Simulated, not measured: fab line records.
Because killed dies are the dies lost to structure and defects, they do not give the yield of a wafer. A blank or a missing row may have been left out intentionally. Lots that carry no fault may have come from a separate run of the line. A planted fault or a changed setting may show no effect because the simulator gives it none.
Split-lot experiment	flow n5_finfet	7 lots, 21 wafers read, on a route of 1938 steps

SPLIT DETAILS
At N5_HKMG_FIN_CVD_62 (deposits a-Si from Si2H6, target thk 3 nm, time 20.8 s), the setting temp_c was moved away from the recipe's 500 C on 9 of the 21 wafers read, by -2.3% to +4.5%. The other wafers ran this setting at the recipe's value.

The reading comes from the split's own step.

THE READING
a-Si_of_HKMG_FIN_CVD_62.thk_nm (the simulator's own value, which no gauge read), in nm, at N5_HKMG_FIN_CVD_62 (deposits a-Si from Si2H6, target thk 3 nm, time 20.8 s). The file does not state a usual value for it. Average 2.9 nm, standard deviation 0.13 nm, over the 12 wafers here run with the recipe.

wafer	tool, chamber at the split	temp_c as run, C	against the recipe	a-Si_of_HKMG_FIN_CVD_62.thk_nm, nm	against lot-mates on the recipe
L075.3	thermal_cvd_si-01, 2	517.3	+3.5%	4.8	+2.0
L075.4	thermal_cvd_si-01, 2	500	recipe	2.8	-
L075.5	thermal_cvd_si-01, 0	517.3	+3.5%	5	+2.2
L077.2	thermal_cvd_si-01, 0	491.3	-1.7%	2.4	-0.4
L077.3	thermal_cvd_si-01, 2	500	recipe	2.8	-
L077.5	thermal_cvd_si-01, 2	500	recipe	2.8	-
L081.1	thermal_cvd_si-01, 1	500	recipe	3.2	-
L081.2	thermal_cvd_si-01, 2	507.8	+1.6%	3.6	+0.4
L081.3	thermal_cvd_si-01, 0	507.8	+1.6%	3.8	+0.6
L082.1	thermal_cvd_si-02, 0	508.1	+1.6%	4.2	+1.2
L082.4	thermal_cvd_si-02, 1,2	500	recipe	3	-
L082.5	thermal_cvd_si-02, 1,2	500	recipe	3	-
L084.4	thermal_cvd_si-02, 1	522.3	+4.5%	5.6	+2.8
L084.5	thermal_cvd_si-02, 2	500	recipe	2.8	-
L084.6	thermal_cvd_si-02, 0	522.3	+4.5%	5.8	+3.0
L090.1	thermal_cvd_si-02, 0	500	recipe	3	-
L090.3	thermal_cvd_si-02, 1	500	recipe	2.8	-
L090.4	thermal_cvd_si-02, 1	500	recipe	2.8	-
L093.2	thermal_cvd_si-01, 2,0	500	recipe	3	-
L093.5	thermal_cvd_si-01, 2,0	500	recipe	3	-
L093.4	thermal_cvd_si-01, 1	488.7	-2.3%	2.2	-0.8
Rows listing several chambers each stand for several wafers; the file does not say which wafer went through which chamber.

FIT RESULTS
A straight line over all 21 wafers: a-Si_of_HKMG_FIN_CVD_62.thk_nm changes by +0.555 nm for each +1% of temp_c; r = +0.98; the points scatter about the line by 0.22 nm.
The same after taking each lot's own level away (the mean of its wafers on the recipe; 21 wafers): +0.569 nm for each +1%; r = +0.97; scatter 0.25 nm.
Per that fit: largest temp_c move, reading shift of 2.5 nm.
From 2.80 to 3.20 nm: that is the span of the lots' own levels, equal to 3.1 times the standard deviation above.
Consequently the slope shifts little with the lot-to-lot level, the two slopes agreeing.
Check: +2.55 nm against its lot-mates is what the line predicts for one of the wafers moved furthest among these (+4.5%) when that wafer is left out of the fit. It came out at +2.8 nm against them.

FURTHER SPLITS ON THESE WAFERS
Other splits were also applied to these wafers ahead of the reading. Each is held against what the fit with the lots' levels taken away leaves over:
other split on the same wafers	wafers away from the commonest value	r with a-Si_of_HKMG_FIN_CVD_62.thk_nm (lot level and that fit taken away)
N5_ZERO_LAYER_PECVD_02 time_s	6	+0.28
N5_PMOS_HMC_CHANNEL_EPI_HM_DEP_34 time_s	8	+0.18
N5_PMOS_HMC_CHANNEL_EPI_PEB_07 peb_time_s	9	-0.61
N5_FIN_SAQP_PEB_14 peb_time_s	5	-0.06
N5_DUMMY_GATE_CVD_03 temp_c	6	-0.21
N5_DUMMY_GATE_COAT_28 spin_rpm	5	+0.14
N5_SD_EPI_N_PEB_07 peb_time_s	9	-0.10

THE FILE'S OWN FIT
a-Si_of_HKMG_FIN_CVD_62.thk_nm changes by +0.564 nm for each +1% of temp_c, r = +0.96.
